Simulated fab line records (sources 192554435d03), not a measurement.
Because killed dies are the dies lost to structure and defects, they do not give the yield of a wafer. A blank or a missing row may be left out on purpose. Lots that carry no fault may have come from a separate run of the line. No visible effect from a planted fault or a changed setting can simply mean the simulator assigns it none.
Split-lot experiment :: flow n5Finfet :: 7 lots, 39 wafers read, on a route of 1938 steps

## ABOUT THE SPLIT
At N5_FIN_SAQP_MANDREL_ETCH_22 (etches a-Si in HBr/Cl2, stops on SiNx, target depth 60 nm, bt time 10 s, time 30 s), the setting targetDepthA was moved away from the recipe's 600 angstrom on 18 of the 39 wafers read, by -9.4% to +10.2%. For the rest of the wafers, this setting stayed at what the recipe calls for.

The split's own step is where the reading is taken.

## THE READING
oesProductAu, in a.u., at N5_FIN_SAQP_MANDREL_ETCH_22 (etches a-Si in HBr/Cl2, stops on SiNx, target depth 60 nm, bt time 10 s, time 30 s). Typical for fault-free wafers on this fab line: 0.765 a.u., with standard deviation 0.015 a.u.

wafer: L079.1
tool, chamber at the split: rieSi-06, 0
targetDepthA as run, angstrom: 661.2
against the recipe: +10.2%
oesProductAu, a.u.: 0.742
against lot-mates on the recipe: -0.039

wafer: L079.2
tool, chamber at the split: rieSi-06, 2
targetDepthA as run, angstrom: 661.2
against the recipe: +10.2%
oesProductAu, a.u.: 0.709
against lot-mates on the recipe: -0.072

wafer: L079.3
tool, chamber at the split: rieSi-06, 3
targetDepthA as run, angstrom: 661.2
against the recipe: +10.2%
oesProductAu, a.u.: 0.715
against lot-mates on the recipe: -0.066

wafer: L079.4
tool, chamber at the split: rieSi-06, 1
targetDepthA as run, angstrom: 600
against the recipe: recipe
oesProductAu, a.u.: 0.778
against lot-mates on the recipe: -

wafer: L079.5
tool, chamber at the split: rieSi-06, 1
targetDepthA as run, angstrom: 600
against the recipe: recipe
oesProductAu, a.u.: 0.773
against lot-mates on the recipe: -

wafer: L079.6
tool, chamber at the split: rieSi-06, 0
targetDepthA as run, angstrom: 600
against the recipe: recipe
oesProductAu, a.u.: 0.792
against lot-mates on the recipe: -

wafer: L084.1
tool, chamber at the split: rieSi-06, 0
targetDepthA as run, angstrom: 558.1
against the recipe: -7.0%
oesProductAu, a.u.: 0.816
against lot-mates on the recipe: +0.058

wafer: L084.2
tool, chamber at the split: rieSi-06, 1
targetDepthA as run, angstrom: 600
against the recipe: recipe
oesProductAu, a.u.: 0.766
against lot-mates on the recipe: -

wafer: L084.3
tool, chamber at the split: rieSi-06, 2
targetDepthA as run, angstrom: 600
against the recipe: recipe
oesProductAu, a.u.: 0.741
against lot-mates on the recipe: -

wafer: L084.4
tool, chamber at the split: rieSi-06, 3
targetDepthA as run, angstrom: 558.1
against the recipe: -7.0%
oesProductAu, a.u.: 0.791
against lot-mates on the recipe: +0.033

wafer: L084.5
tool, chamber at the split: rieSi-06, 1
targetDepthA as run, angstrom: 600
against the recipe: recipe
oesProductAu, a.u.: 0.766
against lot-mates on the recipe: -

wafer: L084.6
tool, chamber at the split: rieSi-06, 0
targetDepthA as run, angstrom: 558.1
against the recipe: -7.0%
oesProductAu, a.u.: 0.823
against lot-mates on the recipe: +0.065

wafer: L086.1
tool, chamber at the split: rieSi-01, 0
targetDepthA as run, angstrom: 600
against the recipe: recipe
oesProductAu, a.u.: 0.784
against lot-mates on the recipe: -

wafer: L086.2
tool, chamber at the split: rieSi-01, 3
targetDepthA as run, angstrom: 600
against the recipe: recipe
oesProductAu, a.u.: 0.784
against lot-mates on the recipe: -

wafer: L086.3
tool, chamber at the split: rieSi-01, 1
targetDepthA as run, angstrom: 600
against the recipe: recipe
oesProductAu, a.u.: 0.760
against lot-mates on the recipe: -

wafer: L086.4
tool, chamber at the split: rieSi-01, 2
targetDepthA as run, angstrom: 643.6
against the recipe: +7.3%
oesProductAu, a.u.: 0.730
against lot-mates on the recipe: -0.046

wafer: L086.5
tool, chamber at the split: rieSi-01, 0
targetDepthA as run, angstrom: 643.6
against the recipe: +7.3%
oesProductAu, a.u.: 0.766
against lot-mates on the recipe: -0.010

wafer: L086.6
tool, chamber at the split: rieSi-01, 3
targetDepthA as run, angstrom: 643.6
against the recipe: +7.3%
oesProductAu, a.u.: 0.749
against lot-mates on the recipe: -0.027

wafer: L087.1
tool, chamber at the split: rieSi-01, 1
targetDepthA as run, angstrom: 600
against the recipe: recipe
oesProductAu, a.u.: 0.760
against lot-mates on the recipe: -

wafer: L087.2
tool, chamber at the split: rieSi-01, 0
targetDepthA as run, angstrom: 600
against the recipe: recipe
oesProductAu, a.u.: 0.784
against lot-mates on the recipe: -

wafer: L087.3
tool, chamber at the split: rieSi-01, 2
targetDepthA as run, angstrom: 600
against the recipe: recipe
oesProductAu, a.u.: 0.758
against lot-mates on the recipe: -

wafer: L087.4
tool, chamber at the split: rieSi-01, 3
targetDepthA as run, angstrom: 567.5
against the recipe: -5.4%
oesProductAu, a.u.: 0.803
against lot-mates on the recipe: +0.036

wafer: L087.5
tool, chamber at the split: rieSi-01, 1
targetDepthA as run, angstrom: 567.5
against the recipe: -5.4%
oesProductAu, a.u.: 0.790
against lot-mates on the recipe: +0.023

wafer: L087.6
tool, chamber at the split: rieSi-01, 2
targetDepthA as run, angstrom: 567.5
against the recipe: -5.4%
oesProductAu, a.u.: 0.799
against lot-mates on the recipe: +0.032

wafer: L089.1
tool, chamber at the split: rieSi-06, 1
targetDepthA as run, angstrom: 600
against the recipe: recipe
oesProductAu, a.u.: 0.764
against lot-mates on the recipe: -

wafer: L089.3
tool, chamber at the split: rieSi-06, 2
targetDepthA as run, angstrom: 600
against the recipe: recipe
oesProductAu, a.u.: 0.751
against lot-mates on the recipe: -

wafer: L089.6
tool, chamber at the split: rieSi-06, 1
targetDepthA as run, angstrom: 600
against the recipe: recipe
oesProductAu, a.u.: 0.771
against lot-mates on the recipe: -

wafer: L093.1
tool, chamber at the split: rieSi-06, 0
targetDepthA as run, angstrom: 543.4
against the recipe: -9.4%
oesProductAu, a.u.: 0.825
against lot-mates on the recipe: +0.058

wafer: L093.2
tool, chamber at the split: rieSi-06, 3
targetDepthA as run, angstrom: 543.4
against the recipe: -9.4%
oesProductAu, a.u.: 0.788
against lot-mates on the recipe: +0.021

wafer: L093.3
tool, chamber at the split: rieSi-06, 2
targetDepthA as run, angstrom: 600
against the recipe: recipe
oesProductAu, a.u.: 0.749
against lot-mates on the recipe: -

wafer: L093.4
tool, chamber at the split: rieSi-06, 1
targetDepthA as run, angstrom: 600
against the recipe: recipe
oesProductAu, a.u.: 0.773
against lot-mates on the recipe: -

wafer: L093.5
tool, chamber at the split: rieSi-06, 1
targetDepthA as run, angstrom: 543.4
against the recipe: -9.4%
oesProductAu, a.u.: 0.815
against lot-mates on the recipe: +0.048

wafer: L093.6
tool, chamber at the split: rieSi-06, 0
targetDepthA as run, angstrom: 600
against the recipe: recipe
oesProductAu, a.u.: 0.780
against lot-mates on the recipe: -

wafer: L097.1
tool, chamber at the split: rieSi-06, 1
targetDepthA as run, angstrom: 639
against the recipe: +6.5%
oesProductAu, a.u.: 0.731
against lot-mates on the recipe: -0.036

wafer: L097.2
tool, chamber at the split: rieSi-06, 2
targetDepthA as run, angstrom: 639
against the recipe: +6.5%
oesProductAu, a.u.: 0.716
against lot-mates on the recipe: -0.051

wafer: L097.3
tool, chamber at the split: rieSi-06, 0
targetDepthA as run, angstrom: 600
against the recipe: recipe
oesProductAu, a.u.: 0.779
against lot-mates on the recipe: -

wafer: L097.4
tool, chamber at the split: rieSi-06, 3
targetDepthA as run, angstrom: 600
against the recipe: recipe
oesProductAu, a.u.: 0.761
against lot-mates on the recipe: -

wafer: L097.5
tool, chamber at the split: rieSi-06, 2
targetDepthA as run, angstrom: 639
against the recipe: +6.5%
oesProductAu, a.u.: 0.721
against lot-mates on the recipe: -0.046

wafer: L097.6
tool, chamber at the split: rieSi-06, 3
targetDepthA as run, angstrom: 600
against the recipe: recipe
oesProductAu, a.u.: 0.761
against lot-mates on the recipe: -

FIT RESULTS
A straight line over all 39 wafers: oesProductAu changes by -0.00478 a.u. for each +1% of targetDepthA; r = -0.87; the points scatter about the line by 0.015 a.u.
The same after taking each lot's own level away (the mean of its wafers on the recipe; 39 wafers): -0.00551 a.u. for each +1%; r = -0.91; scatter 0.013 a.u.
That fit puts the effect of the largest move of targetDepthA on the reading at 0.056 a.u.
The lots' own levels span 0.7577 to 0.7810 a.u., that is 1.6 times the standard deviation above.
Thus the slope moves with the lot-to-lot level: the two fits are different.
Check: -0.058 a.u. against its lot-mates is what the line predicts for one of the wafers moved furthest among these (+10.2%) when that wafer is left out of the fit. It came out at -0.039 a.u. against them.
Tool readings at the split's step, against how far the setting was moved: oesProductAu r = -0.87.

## THE WHOLE CHAIN: every reading that the file lists as answering this split, in the file's order
step: N5_FIN_SAQP_MANDREL_ETCH_22
what it does: etches a-Si in HBr/Cl2, stops on SiNx, target depth 60 nm, bt time 10 s, time 30 s
reading: oesProductAu
change (the file's fit): -0.00549 a.u. for each +1% of the setting
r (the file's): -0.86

step: N5_FIN_SAQP_MANDREL_ETCH_22
what it does: etches a-Si in HBr/Cl2, stops on SiNx, target depth 60 nm, bt time 10 s, time 30 s
reading: SOC_of_FIN_SAQP_COAT_49.thkNm (the simulator's own value, which no gauge read)
change (the file's fit): -0.23 nm for each +1% of the setting
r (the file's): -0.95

## THE FILE'S OWN FIT
oesProductAu changes by -0.00549 a.u. for each +1% of targetDepthA, r = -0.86.
